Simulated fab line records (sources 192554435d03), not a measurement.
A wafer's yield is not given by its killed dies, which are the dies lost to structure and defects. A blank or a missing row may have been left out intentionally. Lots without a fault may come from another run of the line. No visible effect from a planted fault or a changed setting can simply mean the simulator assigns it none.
Split-lot study | flow n5 finfet | on a route of 1938 steps: 7 lots, 21 wafers read

## THE SPLIT
At N5_FIN_SAQP_COAT_68 (time 60 s, resist thk 100 nm), the setting spin rpm was moved away from the recipe's 1500 rpm on 6 of the 21 wafers read, by -7.2% to +5.7%. For the rest of the wafers, this setting stayed at what the recipe calls for.

The reading comes from the split's own step.

## THE READING
SOC_of_FIN_SAQP_COAT_68.thk nm (the simulator's own value, which no gauge read), in nm, at N5_FIN_SAQP_COAT_68 (time 60 s, resist thk 100 nm). There is no usual value for it anywhere in the file. Average 100.1 nm, standard deviation 0.29 nm, over the 15 wafers here run with the recipe.

wafer  | tool, chamber at the split | spin rpm as run, rpm | against the recipe | SOC_of_FIN_SAQP_COAT_68.thk nm, nm | against lot-mates on the recipe
L075.1 | litho track-04, 0          | 1500                 | recipe             | 100                                | -
L075.4 | litho track-04, 0          | 1500                 | recipe             | 100                                | -
L075.3 | litho track-04, 0          | 1500                 | recipe             | 100.2                              | -
L077.2 | litho track-03, 0          | 1500                 | recipe             | 100.2                              | -
L077.4 | litho track-03, 0          | 1456                 | -2.9%              | 101.8                              | +1.6
L077.6 | litho track-03, 0          | 1456                 | -2.9%              | 101.6                              | +1.4
L084.1 | litho track-03, 0          | 1392                 | -7.2%              | 104.2                              | +3.6
L084.2 | litho track-03, 0          | 1392                 | -7.2%              | 104.2                              | +3.6
L084.3 | litho track-03, 0          | 1500                 | recipe             | 100.6                              | -
L088.2 | litho track-05, 0          | 1500                 | recipe             | 99.6                               | -
L088.3 | litho track-05, 0          | 1500                 | recipe             | 99.4                               | -
L088.6 | litho track-05, 0          | 1500                 | recipe             | 100                                | -
L089.1 | litho track-05, 0          | 1500                 | recipe             | 100.4                              | -
L089.5 | litho track-05, 0          | 1500                 | recipe             | 100.2                              | -
L089.6 | litho track-05, 0          | 1585                 | +5.7%              | 98                                 | -2.3
L091.1 | litho track-05, 0          | 1500                 | recipe             | 100                                | -
L091.2 | litho track-05, 0          | 1500                 | recipe             | 100                                | -
L091.3 | litho track-05, 0          | 1417                 | -5.5%              | 103                                | +3.0
L092.1 | litho track-04, 0          | 1500                 | recipe             | 100.4                              | -
L092.2 | litho track-04, 0          | 1500                 | recipe             | 100.2                              | -
L092.3 | litho track-04, 0          | 1500                 | recipe             | 100.2                              | -

FIT RESULTS
A straight line over all 21 wafers: SOC_of_FIN_SAQP_COAT_68.thk nm changes by -0.516 nm for each +1% of spin rpm; r = -0.98; the points scatter about the line by 0.34 nm.
The same after taking each lot's own level away (the mean of its wafers on the recipe; 21 wafers): -0.486 nm for each +1%; r = -0.99; scatter 0.17 nm.
That fit puts the effect of the largest move of spin rpm on the reading at 3.5 nm.
Measured against the standard deviation above, the lots' own levels, which go from 99.67 to 100.60 nm, span 3.2 times it.
The two slopes agree, so the slope changes little with the lot-to-lot level.
Check: +3.53 nm against its lot-mates is what the line predicts for one of the wafers moved furthest among these (-7.2%) when that wafer is left out of the fit. Against them it came out at +3.6 nm.

## THESE WAFERS: OTHER SPLITS
Before the reading, these wafers also passed through other splits. Each is held against what the fit with the lots' levels taken away leaves over:
other split on the same wafers    | wafers away from the commonest value | r with SOC_of_FIN_SAQP_COAT_68.thk nm (lot level and that fit taken away)
N5_ZERO_LAYER_COAT_05 spin rpm    | 11                                   | +0.16
N5_ZERO_LAYER_EXPOSE_08 dose mj   | 8                                    | +0.03
N5_FIN_SAQP_SPACER1_ALD_24 temp c | 6                                    | -0.06

## FILE'S OWN FIT
SOC_of_FIN_SAQP_COAT_68.thk nm changes by -0.487 nm for each +1% of spin rpm, r = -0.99.
